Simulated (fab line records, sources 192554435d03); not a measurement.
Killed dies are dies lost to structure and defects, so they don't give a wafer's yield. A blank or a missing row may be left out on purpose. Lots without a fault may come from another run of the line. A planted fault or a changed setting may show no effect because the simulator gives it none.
fab line records | flow n5_finfet
record lots=6 wafers=18 last_day=18
route steps=1938 shown BEOL_M7@1330 BEOL_M8@1332
lots that met no fault: from a run of the same line without faults
start_h: hours from the record's first day to the start of the lot's first wafer shown | wait_h: hours since the lot's step before | " the same as in the row above | L1.1+2: a row that stands for several wafers | - no value, or no start given | * or withheld: withheld | < > ~ a bound
route shown NAME@n: a module of which the file shows steps, and the number in the route of the first | usual: mean/standard deviation of fault-free wafers | same: alike in all rows | chamber/n: place in a boat | sites: the reading at each site | _std_site: their standard deviation | _edge_site: outer sites' mean less inner sites' | radius_mm: how far each site lies from the wafer's centre | mask NAME#n: copy n | behind: the tool/chamber that last shaped the wafer | hold: why the lot was held/for how many hours/how that ended | device: the transistor (n, p or np) that didn't switch | end of line: the same wafers' tests at the end of the route | a step without rows: its recipe alone | killed: dies lost to structure and defects at the first sort, not the wafer's yield | map: a wafer's dies, x killed, . not, _ none there
set.NAME: the setting as run; set.NAME@STEP: as run at that earlier step | model.NAME: the simulator's own value behind a step, which no gauge read
lots at some steps of the route; a table a step, a row a wafer
services: from which hour (start_h, from the record's first day; less than 0 if before it) a tool's chamber was out of use, for how many hours, and why
## steps
# step N5_BEOL_M7_RS_MEAS_57
# recipe thk_meas_gauge=four-point-probe reads=Cu_of_BEOL_M7_ECD_50+Co_of_BEOL_M7_CVD_78+TaN_of_BEOL_M7_ALD_77
# usual M7_RS=0.288/0.0091
# columns lot.wafer tool chamber start_h wait_h M7_RS[ohm/sq]
L772.1 film_metro-01 - 223.68 0.1 0.294
L772.3 " - " " 0.289
L772.5 " - " " 0.289
L778.3 film_metro-01 - 271.82 0.1 0.272
L778.5 " - " " 0.269
L778.6 " - " " 0.272
L786.2 film_metro-01 - 330.83 0.1 0.293
L786.4 " - " " 0.285
L786.5 " - " " 0.294
L785.3 film_metro-01 - 332.18 0.1 0.286
L785.4 " - " " 0.277
L785.6 " - " " 0.286
L790.1 film_metro-01 - 342.01 0.1 0.286
L790.2 " - " " 0.284
L790.6 " - " " 0.283
L792.3 film_metro-01 - 354.13 0.1 0.279
L792.4 " - " " 0.283
L792.5 " - " " 0.284
# step N5_BEOL_M7_INSPECT_58
# recipe inspect_instrument=darkfield mode=post_dep
# usual raw_defect_count=75/22
# columns lot.wafer tool chamber start_h wait_h raw_defect_count
L772.1 defect_inspect-01 - 223.70 0.0 64
L772.3 " - " " 56
L772.5 " - " " 54
L778.3 defect_inspect-01 - 271.85 0.0 92
L778.5 " - " " 76
L778.6 " - " " 81
L786.2 defect_inspect-02 - 330.86 0.0 85
L786.4 " - " " 99
L786.5 " - " " 101
L785.3 defect_inspect-01 - 332.21 0.0 74
L785.4 " - " " 72
L785.6 " - " " 46
L790.1 defect_inspect-02 - 342.03 0.0 87
L790.2 " - " " 95
L790.6 " - " " 99
L792.3 defect_inspect-01 - 354.16 0.0 79
L792.4 " - " " 92
L792.5 " - " " 54
# step N5_BEOL_M8_ILD_DEP_00
# recipe material=SiCOH_lowk target_thk_a=1797.5 temp_c=300 precursor=DEMS/porogen pressure_torr=5 rf_w=500 time_s=33.4
# usual heater_power_outer_w=169/27 heater_power_w=350/57 showerhead_plenum_p_Torr=5.730/0.013 showerhead_vpp_V=1399/38 throttle_valve_pct=13.9/0.77
# columns lot.wafer tool chamber start_h wait_h heater_power_outer_w heater_power_w showerhead_plenum_p_Torr showerhead_vpp_V throttle_valve_pct
L772.1 pecvd-01 1 223.74 0.0 155 319 5.739 1457 13.7
L772.3 " 0 " " 179 379 5.715 1394 14.4
L772.5 " 2 " " 172 371 5.741 1362 13.0
L778.3 pecvd-04 0 271.88 0.0 117 271 5.741 1424 14.3
L778.5 " 1 " " 161 286 5.730 1366 15.4
L778.6 " 0 " " 118 278 5.736 1405 14.1
L786.2 pecvd-03 0 330.89 0.0 145 303 5.727 1363 13.4
L786.4 " 0 " " 151 306 5.720 1332 13.5
L786.5 " 2 " " 150 371 5.736 1375 13.5
L785.3 pecvd-04 1 332.25 0.0 195 324 5.724 1383 15.6
L785.4 " 1 " " 136 258 5.730 1402 15.5
L785.6 " 2 " " 208 468 5.728 1403 13.2
L790.1 pecvd-04 0 342.07 0.0 101 261 5.745 1426 14.0
L790.2 " 2 " " 182 421 5.712 1413 13.4
L790.6 " 0 " " 106 254 5.735 1438 14.1
L792.3 pecvd-04 2 354.21 0.1 213 461 5.709 1405 13.6
L792.4 " 1 " " 190 339 5.731 1415 15.5
L792.5 " 1 " " 137 259 5.731 1380 15.4
# step N5_BEOL_M8_CURE_74
# recipe temp_c=385 time_s=240 ambient=He/Ar material=SiCOH_lowk
# usual lamp_power_pct=52.31/0.052 wafer_temp_C_max=386.9/0.48
# columns lot.wafer tool chamber start_h wait_h lamp_power_pct wafer_temp_C_max
L772.1 uv_cure-01 2 223.80 0.0 52.31 386.8
L772.3 " 2 " " 52.23 386.6
L772.5 " 2 " " 52.29 386.2
L778.3 uv_cure-03 0 272.11 0.2 52.27 386.4
L778.5 " 0 " " 52.35 386.5
L778.6 " 0 " " 52.31 386.3
L786.2 uv_cure-02 0 331.04 0.1 52.23 386.7
L786.4 " 0 " " 52.35 386.2
L786.5 " 0 " " 52.38 386.4
L785.3 uv_cure-01 1 332.47 0.2 52.29 387.1
L785.4 " 1 " " 52.36 387.1
L785.6 " 1 " " 52.30 387.1
L790.1 uv_cure-02 0 342.13 0.0 52.37 386.9
L790.2 " 0 " " 52.29 387.3
L790.6 " 0 " " 52.30 387.1
L792.3 uv_cure-01 0 354.44 0.2 52.40 386.7
L792.4 " 0 " " 52.33 387.0
L792.5 " 0 " " 52.35 386.5
# step N5_BEOL_M8_THK_MEAS_01
# recipe reads=SiCOH_lowk_of_BEOL_M8_ILD_DEP_00
# usual M8_ILD_THK=154.9/2
# columns lot.wafer tool chamber start_h wait_h M8_ILD_THK[nm]
L772.1 film_metro-02 - 224.80 0.8 153.4
L772.3 " - " " 152.9
L772.5 " - " " 153.5
L778.3 film_metro-02 - 272.46 0.3 154.2
L778.5 " - " " 154.4
L778.6 " - " " 156.2
L786.2 film_metro-01 - 331.47 0.4 151.8
L786.4 " - " " 156.6
L786.5 " - " " 156.8
L785.3 film_metro-01 - 332.82 0.3 151.6
L785.4 " - " " 153.6
L785.6 " - " " 158.8
L790.1 film_metro-02 - 342.65 0.4 153.5
L790.2 " - " " 155.0
L790.6 " - " " 155.7
L792.3 film_metro-02 - 354.79 0.3 158.7
L792.4 " - " " 155.3
L792.5 " - " " 154.2
# step N5_BEOL_M8_PECVD_70
# recipe material=SiO2 target_thk_a=200 temp_c=400 precursor=TEOS/O2 pressure_torr=5.5 rf_w=450 teos_flow_sccm=53.8 gas=O2 flow_sccm=3000 time_s=22.7
# usual heater_power_outer_w=471/51 heater_power_w=785/100 showerhead_plenum_p_Torr=8.74/0.046 showerhead_vpp_V=1328/37 throttle_valve_pct=22.3/1.1
# columns lot.wafer tool chamber start_h wait_h heater_power_outer_w heater_power_w showerhead_plenum_p_Torr showerhead_vpp_V throttle_valve_pct
L772.1 pecvd-03 2 224.83 0.0 446 849 8.78 1275 21.4
L772.3 " 1 " " 472 739 8.69 1378 21.5
L772.5 " 1 " " 378 608 8.69 1402 21.8
L778.3 pecvd-04 2 272.50 0.0 515 936 8.65 1300 21.4
L778.5 " 0 " " 436 716 8.78 1332 22.8
L778.6 " 2 " " 520 924 8.68 1317 21.3
L786.2 pecvd-03 2 331.51 0.0 520 905 8.77 1272 21.4
L786.4 " 1 " " 474 717 8.71 1357 21.6
L786.5 " 0 " " 485 780 8.72 1284 22.0
L785.3 pecvd-03 2 332.86 0.0 455 837 8.78 1299 21.2
L785.4 " 0 " " 452 719 8.73 1280 22.0
L785.6 " 1 " " 433 701 8.70 1391 21.7
L790.1 pecvd-01 1 342.68 0.0 457 737 8.74 1409 23.2
L790.2 " 2 " " 370 689 8.83 1323 21.3
L790.6 " 1 " " 457 716 8.75 1375 22.7
L792.3 pecvd-04 1 354.85 0.1 472 692 8.75 1331 24.9
L792.4 " 2 " " 585 1008 8.69 1341 21.2
L792.5 " 1 " " 480 682 8.75 1333 24.8
# step N5_BEOL_M8_HM_DEP_02
# recipe material=TiN target_thk_a=200 temp_c=25 chamber_pressure_pa=0.49996
# usual throttle_valve_pct=29.8/0.8
# columns lot.wafer tool chamber start_h wait_h throttle_valve_pct
L772.1 pvd_sputter-03 - 225.72 0.9 28.9
L772.3 " - " " 30.0
L772.5 " - " " 29.6
L778.3 pvd_sputter-03 - 273.05 0.5 29.4
L778.5 " - " " 30.5
L778.6 " - " " 29.1
L786.2 pvd_sputter-01 - 334.73 3.2 31.1
L786.4 " - " " 29.8
L786.5 " - " " 30.0
L785.3 pvd_sputter-01 - 335.69 2.8 31.2
L785.4 " - " " 30.2
L785.6 " - " " 30.2
L790.1 pvd_sputter-01 - 343.58 0.9 28.6
L790.2 " - " " 31.2
L790.6 " - " " 28.2
L792.3 pvd_sputter-03 - 357.58 2.7 29.4
L792.4 " - " " 29.2
L792.5 " - " " 29.2
# step N5_BEOL_M8_COAT_59
# recipe resist=SOC temp_c=250 time_s=60 spin_rpm=1500 resist_thk_nm=100
# step N5_BEOL_M8_COAT_60
# recipe resist=SiARC temp_c=220 time_s=60 spin_rpm=1500 resist_thk_nm=35
# step N5_BEOL_M8_COAT_05
# recipe resist=CAR-ArF spin_rpm=1500 resist_thk_nm=90
# step N5_BEOL_M8_EBR_07
# recipe solvent=PGMEA ebr_width_mm=1.5
# step N5_BEOL_M8_SOFTBAKE_06
# recipe temp_c=110 time_s=60 resist=CAR-ArF
# step N5_BEOL_M8_EXPOSE_08
# recipe mask_id=M8 na=1.35 source_shape=dipole sigma_inner=0.817 sigma_outer=0.97 polarization=te dose_mj=68.25
# usual dipole_opening_deg=35/0 exposure_dose_mJ_cm2=68.19/0.074
# columns lot.wafer tool chamber start_h wait_h mask dipole_opening_deg exposure_dose_mJ_cm2
L772.1 arfi_scanner-02 0 226.09 - M8#0 35 68.22
L772.3 " 0 " " M8#0 35 68.32
L772.5 " 0 " " M8#0 35 68.35
L778.3 arfi_scanner-01 0 273.32 - M8#0 35 68.05
L778.5 " 0 " " M8#0 35 68.16
L778.6 " 0 " " M8#0 35 68.17
L786.2 arfi_scanner-02 - 334.99 - M8#0 - -
L786.4 " - " " M8#0 - -
L786.5 " - " " M8#0 - -
L785.3 arfi_scanner-01 - 336.08 - M8#0 - -
L785.4 " - " " M8#0 - -
L785.6 " - " " M8#0 - -
L790.1 arfi_scanner-03 0 343.95 - M8#0 35 68.35
L790.2 " 0 " " M8#0 35 68.19
L790.6 " 0 " " M8#0 35 68.08
L792.3 arfi_scanner-03 0 357.97 - M8#0 35 68.14
L792.4 " 0 " " M8#0 35 68.23
L792.5 " 0 " " M8#0 35 68.17
# step N5_BEOL_M8_PEB_09
# recipe peb_temp_c=withheld peb_time_s=60 resist=CAR-ArF
## services
# columns tool chamber start_h hours kind
pecvd-01 - 203.81 0.8 pm
arfi_scanner-02 - 208.87 1.0 pm
arfi_scanner-03 - 208.96 1.0 pm
uv_cure-02 - 210.23 3.4 pm
arfi_scanner-02 - 212.55 1.3 pm
pecvd-01 - 218.69 0.9 repair
arfi_scanner-01 - 225.66 1.3 pm
arfi_scanner-03 - 230.30 1.0 pm
arfi_scanner-02 - 231.36 1.6 repair
arfi_scanner-01 - 233.40 0.4 repair
arfi_scanner-03 - 242.49 6.5 repair
arfi_scanner-01 - 244.91 2.1 repair
arfi_scanner-01 - 247.04 4.9 pm
uv_cure-02 - 250.78 4.0 repair
arfi_scanner-02 - 254.95 1.0 pm
arfi_scanner-03 - 257.45 1.3 pm
arfi_scanner-01 - 257.98 1.0 pm
arfi_scanner-03 - 259.00 2.4 repair
pecvd-04 - 288.42 33.3 repair
pecvd-04 - 328.99 0.3 repair
uv_cure-01 - 340.79 2.1 pm
pecvd-04 0 344.54 23.9 repair
pvd_sputter-01 - 344.74 1.6 repair
pecvd-03 2 344.90 2.2 repair
## key
first_sign step=N5_BEOL_M8_EXPOSE_08 reading=tool_record direction=missing
effect none on later readings
met_at N5_BEOL_M8_EXPOSE_08
struck_wafers L785.3,L785.4,L785.6,L786.2,L786.4,L786.5
later_rows_left_out L785.3,L785.4,L785.6,L786.2,L786.4,L786.5
sort_left_out L785.3,L785.4,L785.6,L786.2,L786.4,L786.5
onset_between 273.32 334.99
fault kind=skipped_step_whole tool=arfi_scanner-01,arfi_scanner-02 chamber=- onset_h=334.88 steps=N5_BEOL_M8_EXPOSE_08 scope=struck_lots_only
# sort_left_out: the simulated sort isn't trusted on such a fault, so these wafers' sort isn't shown, and their yield isn't known
# later_rows_left_out: the simulator's readings of these wafers behind a module that went badly wrong aren't trusted and aren't shown, but for the sort
